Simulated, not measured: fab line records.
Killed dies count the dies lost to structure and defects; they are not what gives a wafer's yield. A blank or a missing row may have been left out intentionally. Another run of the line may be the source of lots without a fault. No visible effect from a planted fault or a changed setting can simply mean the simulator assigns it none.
fab line records :: flow n5Finfet
[record]
  lots = 13
  wafers = 38
  lastDay = 17
route steps=1938 shown BEOL_M8@1392 BEOL_M9@1406
lots with no fault: from the same line, run without faults
startH: start of the lot's first displayed wafer, in hours after the record's first day :: waitH: time in hours since the lot's previous step :: " as in the row above :: L1.1+2: a single row standing in for several wafers :: - no value, or no start was given :: * or withheld: withheld :: < > ~ a bound
route shown NAME@n: NAME is a module with steps in the file, n the number in the route of the first one :: usual: mean and standard deviation over wafers with no fault :: same: alike in all rows :: chamber/n: place in a boat :: sites: readings site by site :: _std_site: standard deviation across them :: _edge_site: the outer-site mean with the inner-site mean subtracted :: radiusMm: for every site, how far away it sits from the centre of the wafer :: mask NAME#n: copy n :: behind: the tool/chamber that last shaped the wafer :: hold: why the lot went on hold/how many hours it stayed there/how the hold came to an end :: device: transistor that didn't switch, given as n, p or np :: end of line: the tests these same wafers got at the end of their route :: a step given without rows: its recipe and nothing more :: killed: the dies lost at the first sort to structure and to defects; this is not the yield of the wafer :: map: shows each die of a wafer: x if killed, . if not, _ if none is there
set.NAME: the setting that was run; set.NAME@STEP: the one run at that earlier step :: model.NAME: the simulator's own value behind a step, which no gauge read
one table for each step of the route and one row for each wafer, over a sample of lots
services: the hour from which a tool's chamber was out of use, counted from the record's first day as startH (under 0 if before that day), plus the number of hours and why
[[steps]]
[step N5_BEOL_M8_SPUTTER_48]
[recipe]
  material = Cu
  targetThkA = 100
  tempC = -20
  biasV = 60
  powerW = 26000
  chamberPressurePa = 0.13
  timeS = 1.667
[usual]
  biasV = 60.0/0.62
  chuckGasFlowSccm = 1.27/0.055
  throttleValvePct = 29.9/1
lot.wafer: L550.1
tool: pvdSputter-01
chamber: -
startH: 212.97
waitH: 0.2
biasV: 60.9
chuckGasFlowSccm: 1.24
throttleValvePct: 29.7

lot.wafer: L550.2
tool: pvdSputter-01
chamber: -
startH: 212.97
waitH: 0.2
biasV: 59.5
chuckGasFlowSccm: 1.26
throttleValvePct: 31.6

lot.wafer: L550.5
tool: pvdSputter-01
chamber: -
startH: 212.97
waitH: 0.2
biasV: 59.9
chuckGasFlowSccm: 1.30
throttleValvePct: 29.7

lot.wafer: L551.3
tool: pvdSputter-01
chamber: -
startH: 214.07
waitH: 0.1
biasV: 59.5
chuckGasFlowSccm: 1.21
throttleValvePct: 29.3

lot.wafer: L551.5
tool: pvdSputter-01
chamber: -
startH: 214.07
waitH: 0.1
biasV: 59.6
chuckGasFlowSccm: 1.35
throttleValvePct: 29.3

lot.wafer: L551.6
tool: pvdSputter-01
chamber: -
startH: 214.07
waitH: 0.1
biasV: 59.4
chuckGasFlowSccm: 1.30
throttleValvePct: 31.7

lot.wafer: L552.2
tool: pvdSputter-03
chamber: -
startH: 233.08
waitH: 0.1
biasV: 59.9
chuckGasFlowSccm: 1.18
throttleValvePct: 30.1

lot.wafer: L552.3
tool: pvdSputter-03
chamber: -
startH: 233.08
waitH: 0.1
biasV: 60.7
chuckGasFlowSccm: 1.33
throttleValvePct: 30.0

lot.wafer: L552.4
tool: pvdSputter-03
chamber: -
startH: 233.08
waitH: 0.1
biasV: 60.6
chuckGasFlowSccm: 1.38
throttleValvePct: 28.6

lot.wafer: L553.2
tool: pvdSputter-02
chamber: -
startH: 234.92
waitH: 0.9
biasV: 60.6
chuckGasFlowSccm: 1.24
throttleValvePct: 31.1

lot.wafer: L553.3
tool: pvdSputter-02
chamber: -
startH: 234.92
waitH: 0.9
biasV: 59.7
chuckGasFlowSccm: 1.28
throttleValvePct: 27.9

lot.wafer: L553.4
tool: pvdSputter-02
chamber: -
startH: 234.92
waitH: 0.9
biasV: 60.0
chuckGasFlowSccm: 1.32
throttleValvePct: 29.5

lot.wafer: L554.2
tool: pvdSputter-02
chamber: -
startH: 236.16
waitH: 0.1
biasV: 60.5
chuckGasFlowSccm: 1.31
throttleValvePct: 30.9

lot.wafer: L554.3
tool: pvdSputter-02
chamber: -
startH: 236.16
waitH: 0.1
biasV: 60.8
chuckGasFlowSccm: 1.25
throttleValvePct: 29.9

lot.wafer: L554.6
tool: pvdSputter-02
chamber: -
startH: 236.16
waitH: 0.1
biasV: 60.1
chuckGasFlowSccm: 1.28
throttleValvePct: 27.7

lot.wafer: L562.1
tool: pvdSputter-01
chamber: -
startH: 291.84
waitH: 0.1
biasV: 59.6
chuckGasFlowSccm: 1.36
throttleValvePct: 30.2

lot.wafer: L562.2
tool: pvdSputter-01
chamber: -
startH: 291.84
waitH: 0.1
biasV: 60.6
chuckGasFlowSccm: 1.26
throttleValvePct: 31.0

lot.wafer: L562.4
tool: pvdSputter-01
chamber: -
startH: 291.84
waitH: 0.1
biasV: 60.3
chuckGasFlowSccm: 1.31
throttleValvePct: 29.1

lot.wafer: L564.1
tool: pvdSputter-03
chamber: -
startH: 302.13
waitH: 0.6
biasV: 59.4
chuckGasFlowSccm: 1.17
throttleValvePct: 29.6

lot.wafer: L564.4
tool: pvdSputter-03
chamber: -
startH: 302.13
waitH: 0.6
biasV: 59.5
chuckGasFlowSccm: 1.27
throttleValvePct: 28.8

lot.wafer: L564.6
tool: pvdSputter-03
chamber: -
startH: 302.13
waitH: 0.6
biasV: 60.8
chuckGasFlowSccm: 1.23
throttleValvePct: 28.6

lot.wafer: L565.1
tool: pvdSputter-02
chamber: -
startH: 312.03
waitH: 0.1
biasV: 60.6
chuckGasFlowSccm: 1.35
throttleValvePct: 29.7

lot.wafer: L565.3
tool: pvdSputter-02
chamber: -
startH: 312.03
waitH: 0.1
biasV: 58.9
chuckGasFlowSccm: 1.28
throttleValvePct: 29.6

lot.wafer: L565.5
tool: pvdSputter-02
chamber: -
startH: 312.03
waitH: 0.1
biasV: 59.5
chuckGasFlowSccm: 1.22
throttleValvePct: 31.2

lot.wafer: L566.2
tool: pvdSputter-02
chamber: -
startH: 314.55
waitH: 0.4
biasV: 59.7
chuckGasFlowSccm: 1.19
throttleValvePct: 27.8

lot.wafer: L566.4
tool: pvdSputter-02
chamber: -
startH: 314.55
waitH: 0.4
biasV: 59.7
chuckGasFlowSccm: 1.19
throttleValvePct: 29.6

lot.wafer: L566.6
tool: pvdSputter-02
chamber: -
startH: 314.55
waitH: 0.4
biasV: 59.7
chuckGasFlowSccm: 1.29
throttleValvePct: 29.7

lot.wafer: L567.2
tool: pvdSputter-01
chamber: -
startH: 323.34
waitH: 0.2
biasV: 59.6
chuckGasFlowSccm: 1.17
throttleValvePct: 29.4

lot.wafer: L567.6
tool: pvdSputter-01
chamber: -
startH: 323.34
waitH: 0.2
biasV: 60.0
chuckGasFlowSccm: 1.26
throttleValvePct: 29.3

lot.wafer: L569.1
tool: pvdSputter-03
chamber: -
startH: 333.65
waitH: 0.9
biasV: 59.8
chuckGasFlowSccm: 1.20
throttleValvePct: 29.7

lot.wafer: L569.5
tool: pvdSputter-03
chamber: -
startH: 333.65
waitH: 0.9
biasV: 59.4
chuckGasFlowSccm: 1.33
throttleValvePct: 28.8

lot.wafer: L569.6
tool: pvdSputter-03
chamber: -
startH: 333.65
waitH: 0.9
biasV: 60.1
chuckGasFlowSccm: 1.28
throttleValvePct: 29.6

lot.wafer: L572.3
tool: pvdSputter-03
chamber: -
startH: 347.84
waitH: 0.2
biasV: 60.4
chuckGasFlowSccm: 1.30
throttleValvePct: 29.7

lot.wafer: L572.5
tool: pvdSputter-03
chamber: -
startH: 347.84
waitH: 0.2
biasV: 60.5
chuckGasFlowSccm: 1.32
throttleValvePct: 29.2

lot.wafer: L572.6
tool: pvdSputter-03
chamber: -
startH: 347.84
waitH: 0.2
biasV: 59.5
chuckGasFlowSccm: 1.38
throttleValvePct: 28.8

lot.wafer: L571.2
tool: pvdSputter-03
chamber: -
startH: 347.92
waitH: 0.2
biasV: 60.4
chuckGasFlowSccm: 1.24
throttleValvePct: 29.7

lot.wafer: L571.4
tool: pvdSputter-03
chamber: -
startH: 347.92
waitH: 0.2
biasV: 59.5
chuckGasFlowSccm: 1.27
throttleValvePct: 28.7

lot.wafer: L571.6
tool: pvdSputter-03
chamber: -
startH: 347.92
waitH: 0.2
biasV: 60.5
chuckGasFlowSccm: 1.29
throttleValvePct: 30.2
[step N5_BEOL_M8_RS_MEAS_57]
[recipe]
  thkMeasGauge = four-point-probe
  reads = Cu_of_BEOL_M8_ECD_50+Co_of_BEOL_M8_CVD_78+TaN_of_BEOL_M8_ALD_77
[usual]
  M8_RS = 0.293/0.011
lot.wafer: L550.1
tool: filmMetro-01
chamber: -
startH: 214.37
waitH: 0.1
M8_RS[ohm/sq]: 0.306

lot.wafer: L550.2
tool: filmMetro-01
chamber: -
startH: 214.37
waitH: 0.1
M8_RS[ohm/sq]: 0.292

lot.wafer: L550.5
tool: filmMetro-01
chamber: -
startH: 214.37
waitH: 0.1
M8_RS[ohm/sq]: 0.274

lot.wafer: L551.3
tool: filmMetro-02
chamber: -
startH: 215.56
waitH: 0.1
M8_RS[ohm/sq]: 0.302

lot.wafer: L551.5
tool: filmMetro-02
chamber: -
startH: 215.56
waitH: 0.1
M8_RS[ohm/sq]: 0.297

lot.wafer: L551.6
tool: filmMetro-02
chamber: -
startH: 215.56
waitH: 0.1
M8_RS[ohm/sq]: 0.316

lot.wafer: L552.2
tool: filmMetro-01
chamber: -
startH: 234.34
waitH: 0.1
M8_RS[ohm/sq]: 0.284

lot.wafer: L552.3
tool: filmMetro-01
chamber: -
startH: 234.34
waitH: 0.1
M8_RS[ohm/sq]: 0.270

lot.wafer: L552.4
tool: filmMetro-01
chamber: -
startH: 234.34
waitH: 0.1
M8_RS[ohm/sq]: 0.285

lot.wafer: L553.2
tool: filmMetro-02
chamber: -
startH: 236.00
waitH: 0.1
M8_RS[ohm/sq]: 0.305

lot.wafer: L553.3
tool: filmMetro-02
chamber: -
startH: 236.00
waitH: 0.1
M8_RS[ohm/sq]: 0.287

lot.wafer: L553.4
tool: filmMetro-02
chamber: -
startH: 236.00
waitH: 0.1
M8_RS[ohm/sq]: 0.282

lot.wafer: L554.2
tool: filmMetro-01
chamber: -
startH: 237.17
waitH: 0.1
M8_RS[ohm/sq]: 0.297

lot.wafer: L554.3
tool: filmMetro-01
chamber: -
startH: 237.17
waitH: 0.1
M8_RS[ohm/sq]: 0.284

lot.wafer: L554.6
tool: filmMetro-01
chamber: -
startH: 237.17
waitH: 0.1
M8_RS[ohm/sq]: 0.305

lot.wafer: L562.1
tool: filmMetro-02
chamber: -
startH: 292.78
waitH: 0.1
M8_RS[ohm/sq]: 0.285

lot.wafer: L562.2
tool: filmMetro-02
chamber: -
startH: 292.78
waitH: 0.1
M8_RS[ohm/sq]: 0.281

lot.wafer: L562.4
tool: filmMetro-02
chamber: -
startH: 292.78
waitH: 0.1
M8_RS[ohm/sq]: 0.281

lot.wafer: L564.1
tool: filmMetro-02
chamber: -
startH: 303.17
waitH: 0.1
M8_RS[ohm/sq]: 0.291

lot.wafer: L564.4
tool: filmMetro-02
chamber: -
startH: 303.17
waitH: 0.1
M8_RS[ohm/sq]: 0.298

lot.wafer: L564.6
tool: filmMetro-02
chamber: -
startH: 303.17
waitH: 0.1
M8_RS[ohm/sq]: 0.309

lot.wafer: L565.1
tool: filmMetro-01
chamber: -
startH: 313.72
waitH: 0.1
M8_RS[ohm/sq]: 0.299

lot.wafer: L565.3
tool: filmMetro-01
chamber: -
startH: 313.72
waitH: 0.1
M8_RS[ohm/sq]: 0.289

lot.wafer: L565.5
tool: filmMetro-01
chamber: -
startH: 313.72
waitH: 0.1
M8_RS[ohm/sq]: 0.298

lot.wafer: L566.2
tool: filmMetro-02
chamber: -
startH: 315.66
waitH: 0.1
M8_RS[ohm/sq]: 0.297

lot.wafer: L566.4
tool: filmMetro-02
chamber: -
startH: 315.66
waitH: 0.1
M8_RS[ohm/sq]: 0.282

lot.wafer: L566.6
tool: filmMetro-02
chamber: -
startH: 315.66
waitH: 0.1
M8_RS[ohm/sq]: 0.289

lot.wafer: L567.2
tool: filmMetro-02
chamber: -
startH: 324.45
waitH: 0.1
M8_RS[ohm/sq]: 0.301

lot.wafer: L567.6
tool: filmMetro-02
chamber: -
startH: 324.45
waitH: 0.1
M8_RS[ohm/sq]: 0.301

lot.wafer: L569.1
tool: filmMetro-02
chamber: -
startH: 334.58
waitH: 0.1
M8_RS[ohm/sq]: 0.296

lot.wafer: L569.5
tool: filmMetro-02
chamber: -
startH: 334.58
waitH: 0.1
M8_RS[ohm/sq]: 0.289

lot.wafer: L569.6
tool: filmMetro-02
chamber: -
startH: 334.58
waitH: 0.1
M8_RS[ohm/sq]: 0.297

lot.wafer: L572.3
tool: filmMetro-01
chamber: -
startH: 349.15
waitH: 0.1
M8_RS[ohm/sq]: 0.298

lot.wafer: L572.5
tool: filmMetro-01
chamber: -
startH: 349.15
waitH: 0.1
M8_RS[ohm/sq]: 0.316

lot.wafer: L572.6
tool: filmMetro-01
chamber: -
startH: 349.15
waitH: 0.1
M8_RS[ohm/sq]: 0.286

lot.wafer: L571.2
tool: filmMetro-02
chamber: -
startH: 349.34
waitH: 0.1
M8_RS[ohm/sq]: 0.292

lot.wafer: L571.4
tool: filmMetro-02
chamber: -
startH: 349.34
waitH: 0.1
M8_RS[ohm/sq]: 0.297

lot.wafer: L571.6
tool: filmMetro-02
chamber: -
startH: 349.34
waitH: 0.1
M8_RS[ohm/sq]: 0.290
[step N5_BEOL_M9_COAT_59]
[recipe]
  resist = SOC
  tempC = 250
  timeS = 60
  spinRpm = 1500
  resistThkNm = 100
[usual]
  chillPlateTempC = 23.01/0.12
  spinSpeedRpm = 1499.9/0.86
lot.wafer: L550.1
tool: lithoTrack-03
chamber: 0
startH: 216.66
waitH: 0.1
chillPlateTempC: 22.90
spinSpeedRpm: 1500.1

lot.wafer: L550.2
tool: lithoTrack-03
chamber: 0
startH: 216.66
waitH: 0.1
chillPlateTempC: 22.81
spinSpeedRpm: 1499.5

lot.wafer: L550.5
tool: lithoTrack-03
chamber: 0
startH: 216.66
waitH: 0.1
chillPlateTempC: 22.79
spinSpeedRpm: 1500.2

lot.wafer: L551.3
tool: lithoTrack-04
chamber: 0
startH: 217.38
waitH: 0.1
chillPlateTempC: 23.05
spinSpeedRpm: 1499.9

lot.wafer: L551.5
tool: lithoTrack-04
chamber: 0
startH: 217.38
waitH: 0.1
chillPlateTempC: 23.01
spinSpeedRpm: 1499.9

lot.wafer: L551.6
tool: lithoTrack-04
chamber: 0
startH: 217.38
waitH: 0.1
chillPlateTempC: 23.14
spinSpeedRpm: 1499.0

lot.wafer: L552.2
tool: lithoTrack-04
chamber: 0
startH: 235.48
waitH: 0.1
chillPlateTempC: 23.01
spinSpeedRpm: 1700.7

lot.wafer: L552.3
tool: lithoTrack-04
chamber: 0
startH: 235.48
waitH: 0.1
chillPlateTempC: 22.93
spinSpeedRpm: 1700.7

lot.wafer: L552.4
tool: lithoTrack-04
chamber: 0
startH: 235.48
waitH: 0.1
chillPlateTempC: 22.83
spinSpeedRpm: 1701.0

lot.wafer: L553.2
tool: lithoTrack-04
chamber: 0
startH: 238.99
waitH: 0.1
chillPlateTempC: 23.09
spinSpeedRpm: 1700.0

lot.wafer: L553.3
tool: lithoTrack-04
chamber: 0
startH: 238.99
waitH: 0.1
chillPlateTempC: 23.14
spinSpeedRpm: 1701.3

lot.wafer: L553.4
tool: lithoTrack-04
chamber: 0
startH: 238.99
waitH: 0.1
chillPlateTempC: 23.15
spinSpeedRpm: 1701.4

lot.wafer: L554.2
tool: lithoTrack-03
chamber: 0
startH: 239.75
waitH: 0.1
chillPlateTempC: 22.90
spinSpeedRpm: 1500.7

lot.wafer: L554.3
tool: lithoTrack-03
chamber: 0
startH: 239.75
waitH: 0.1
chillPlateTempC: 23.07
spinSpeedRpm: 1500.6

lot.wafer: L554.6
tool: lithoTrack-03
chamber: 0
startH: 239.75
waitH: 0.1
chillPlateTempC: 23.06
spinSpeedRpm: 1499.9

lot.wafer: L562.1
tool: lithoTrack-01
chamber: 0
startH: 297.20
waitH: 0.1
chillPlateTempC: 23.04
spinSpeedRpm: 1501.2

lot.wafer: L562.2
tool: lithoTrack-01
chamber: 0
startH: 297.20
waitH: 0.1
chillPlateTempC: 22.88
spinSpeedRpm: 1498.0

lot.wafer: L562.4
tool: lithoTrack-01
chamber: 0
startH: 297.20
waitH: 0.1
chillPlateTempC: 23.17
spinSpeedRpm: 1499.9

lot.wafer: L564.1
tool: lithoTrack-03
chamber: 0
startH: 306.50
waitH: 0.1
chillPlateTempC: 23.00
spinSpeedRpm: 1497.7

lot.wafer: L564.4
tool: lithoTrack-03
chamber: 0
startH: 306.50
waitH: 0.1
chillPlateTempC: 22.97
spinSpeedRpm: 1497.6

lot.wafer: L564.6
tool: lithoTrack-03
chamber: 0
startH: 306.50
waitH: 0.1
chillPlateTempC: 23.18
spinSpeedRpm: 1499.7

lot.wafer: L565.1
tool: lithoTrack-01
chamber: 0
startH: 316.86
waitH: 0.1
chillPlateTempC: 22.90
spinSpeedRpm: 1499.7

lot.wafer: L565.3
tool: lithoTrack-01
chamber: 0
startH: 316.86
waitH: 0.1
chillPlateTempC: 22.80
spinSpeedRpm: 1500.0

lot.wafer: L565.5
tool: lithoTrack-01
chamber: 0
startH: 316.86
waitH: 0.1
chillPlateTempC: 22.97
spinSpeedRpm: 1500.3

lot.wafer: L566.2
tool: lithoTrack-04
chamber: 0
startH: 318.84
waitH: 0.1
chillPlateTempC: 23.05
spinSpeedRpm: 1499.6

lot.wafer: L566.4
tool: lithoTrack-04
chamber: 0
startH: 318.84
waitH: 0.1
chillPlateTempC: 23.06
spinSpeedRpm: 1499.4

lot.wafer: L566.6
tool: lithoTrack-04
chamber: 0
startH: 318.84
waitH: 0.1
chillPlateTempC: 23.23
spinSpeedRpm: 1500.6

lot.wafer: L567.2
tool: lithoTrack-01
chamber: 0
startH: 328.05
waitH: 0.1
chillPlateTempC: 23.06
spinSpeedRpm: 1498.6

lot.wafer: L567.6
tool: lithoTrack-01
chamber: 0
startH: 328.05
waitH: 0.1
chillPlateTempC: 23.09
spinSpeedRpm: 1501.2

lot.wafer: L569.1
tool: lithoTrack-01
chamber: 0
startH: 337.76
waitH: 0.1
chillPlateTempC: 22.76
spinSpeedRpm: 1501.2

lot.wafer: L569.5
tool: lithoTrack-01
chamber: 0
startH: 337.76
waitH: 0.1
chillPlateTempC: 22.90
spinSpeedRpm: 1500.8

lot.wafer: L569.6
tool: lithoTrack-01
chamber: 0
startH: 337.76
waitH: 0.1
chillPlateTempC: 22.86
spinSpeedRpm: 1499.9

lot.wafer: L572.3
tool: lithoTrack-03
chamber: 0
startH: 350.81
waitH: 0.1
chillPlateTempC: 22.93
spinSpeedRpm: 1498.4

lot.wafer: L572.5
tool: lithoTrack-03
chamber: 0
startH: 350.81
waitH: 0.1
chillPlateTempC: 22.96
spinSpeedRpm: 1500.3

lot.wafer: L572.6
tool: lithoTrack-03
chamber: 0
startH: 350.81
waitH: 0.1
chillPlateTempC: 23.00
spinSpeedRpm: 1500.3

lot.wafer: L571.2
tool: lithoTrack-04
chamber: 0
startH: 351.07
waitH: 0.1
chillPlateTempC: 23.14
spinSpeedRpm: 1499.6

lot.wafer: L571.4
tool: lithoTrack-04
chamber: 0
startH: 351.07
waitH: 0.1
chillPlateTempC: 23.06
spinSpeedRpm: 1499.5

lot.wafer: L571.6
tool: lithoTrack-04
chamber: 0
startH: 351.07
waitH: 0.1
chillPlateTempC: 23.07
spinSpeedRpm: 1499.8
[step N5_BEOL_M9_CD_MEAS_11]
[recipe]
  targetCdNm = 64.1
  landingEnergyEv = 500
  detector = seInlens
  polarity = opening
[usual]
  cdNm = 63.8/0.68
lot.wafer: L550.1
tool: cdSem-02
chamber: 0
startH: 216.90
waitH: -
cdNm: 64.1

lot.wafer: L550.2
tool: cdSem-02
chamber: 0
startH: 216.90
waitH: -
cdNm: 63.6

lot.wafer: L550.5
tool: cdSem-02
chamber: 0
startH: 216.90
waitH: -
cdNm: 64.8

lot.wafer: L551.3
tool: cdSem-03
chamber: 0
startH: 217.75
waitH: -
cdNm: 64.0

lot.wafer: L551.5
tool: cdSem-03
chamber: 0
startH: 217.75
waitH: -
cdNm: 61.9

lot.wafer: L551.6
tool: cdSem-03
chamber: 0
startH: 217.75
waitH: -
cdNm: 64.0

lot.wafer: L552.2
tool: cdSem-03
chamber: 0
startH: 235.85
waitH: -
cdNm: 63.7

lot.wafer: L552.3
tool: cdSem-03
chamber: 0
startH: 235.85
waitH: -
cdNm: 63.8

lot.wafer: L552.4
tool: cdSem-03
chamber: 0
startH: 235.85
waitH: -
cdNm: 63.9

lot.wafer: L553.2
tool: cdSem-02
chamber: 0
startH: 239.36
waitH: -
cdNm: 64.7

lot.wafer: L553.3
tool: cdSem-02
chamber: 0
startH: 239.36
waitH: -
cdNm: 64.7

lot.wafer: L553.4
tool: cdSem-02
chamber: 0
startH: 239.36
waitH: -
cdNm: 63.1

lot.wafer: L554.2
tool: cdSem-03
chamber: 0
startH: 240.13
waitH: -
cdNm: 64.1

lot.wafer: L554.3
tool: cdSem-03
chamber: 0
startH: 240.13
waitH: -
cdNm: 63.0

lot.wafer: L554.6
tool: cdSem-03
chamber: 0
startH: 240.13
waitH: -
cdNm: 63.4

lot.wafer: L562.1
tool: cdSem-03
chamber: 0
startH: 297.57
waitH: -
cdNm: 64.1

lot.wafer: L562.2
tool: cdSem-03
chamber: 0
startH: 297.57
waitH: -
cdNm: 64.1

lot.wafer: L562.4
tool: cdSem-03
chamber: 0
startH: 297.57
waitH: -
cdNm: 64.0

lot.wafer: L564.1
tool: cdSem-01
chamber: 0
startH: 306.86
waitH: -
cdNm: 63.2

lot.wafer: L564.4
tool: cdSem-01
chamber: 0
startH: 306.86
waitH: -
cdNm: 63.4

lot.wafer: L564.6
tool: cdSem-01
chamber: 0
startH: 306.86
waitH: -
cdNm: 62.2

lot.wafer: L565.1
tool: cdSem-02
chamber: 0
startH: 317.10
waitH: -
cdNm: 63.2

lot.wafer: L565.3
tool: cdSem-02
chamber: 0
startH: 317.10
waitH: -
cdNm: 64.2

lot.wafer: L565.5
tool: cdSem-02
chamber: 0
startH: 317.10
waitH: -
cdNm: 64.2

lot.wafer: L566.2
tool: cdSem-02
chamber: 0
startH: 319.09
waitH: -
cdNm: 65.1

lot.wafer: L566.4
tool: cdSem-02
chamber: 0
startH: 319.09
waitH: -
cdNm: 63.8

lot.wafer: L566.6
tool: cdSem-02
chamber: 0
startH: 319.09
waitH: -
cdNm: 64.3

lot.wafer: L567.2
tool: cdSem-02
chamber: 0
startH: 328.42
waitH: -
cdNm: 62.4

lot.wafer: L567.6
tool: cdSem-02
chamber: 0
startH: 328.42
waitH: -
cdNm: 63.6

lot.wafer: L569.1
tool: cdSem-03
chamber: 0
startH: 338.00
waitH: -
cdNm: 63.8

lot.wafer: L569.5
tool: cdSem-03
chamber: 0
startH: 338.00
waitH: -
cdNm: 63.9

lot.wafer: L569.6
tool: cdSem-03
chamber: 0
startH: 338.00
waitH: -
cdNm: 64.4

lot.wafer: L572.3
tool: cdSem-03
chamber: 0
startH: 351.06
waitH: -
cdNm: 63.4

lot.wafer: L572.5
tool: cdSem-03
chamber: 0
startH: 351.06
waitH: -
cdNm: 63.5

lot.wafer: L572.6
tool: cdSem-03
chamber: 0
startH: 351.06
waitH: -
cdNm: 62.9

lot.wafer: L571.2
tool: cdSem-03
chamber: 0
startH: 351.44
waitH: -
cdNm: 64.2

lot.wafer: L571.4
tool: cdSem-03
chamber: 0
startH: 351.44
waitH: -
cdNm: 62.6

lot.wafer: L571.6
tool: cdSem-03
chamber: 0
startH: 351.44
waitH: -
cdNm: 64.3
[[services]]
tool: lithoTrack-04
chamber: -
startH: 342.51
hours: -
kind: consumableReplace:filter
[[key]]
[firstSign]
  step = N5_BEOL_M9_COAT_59
  reading = spinSpeedRpm
  direction = up
  sigmas = 99+
  usual = *
  struck = *
effect none on later readings
metAt N5_BEOL_M9_COAT_59
struckLots L552,L553
notActingAt N5_BEOL_M8_SPUTTER_48,N5_BEOL_M8_RS_MEAS_57,N5_BEOL_M9_CD_MEAS_11
onsetBetween 217.38 235.48
[fault]
  kind = processParameterDrift
  tool = lithoTrack-04
  chamber = -
  onsetH = 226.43
  steps = N5_BEOL_M9_COAT_59
  channel = spinRpm
  offset = *
  shape = step
  endH = 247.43
  actsIn = *
  stated = *
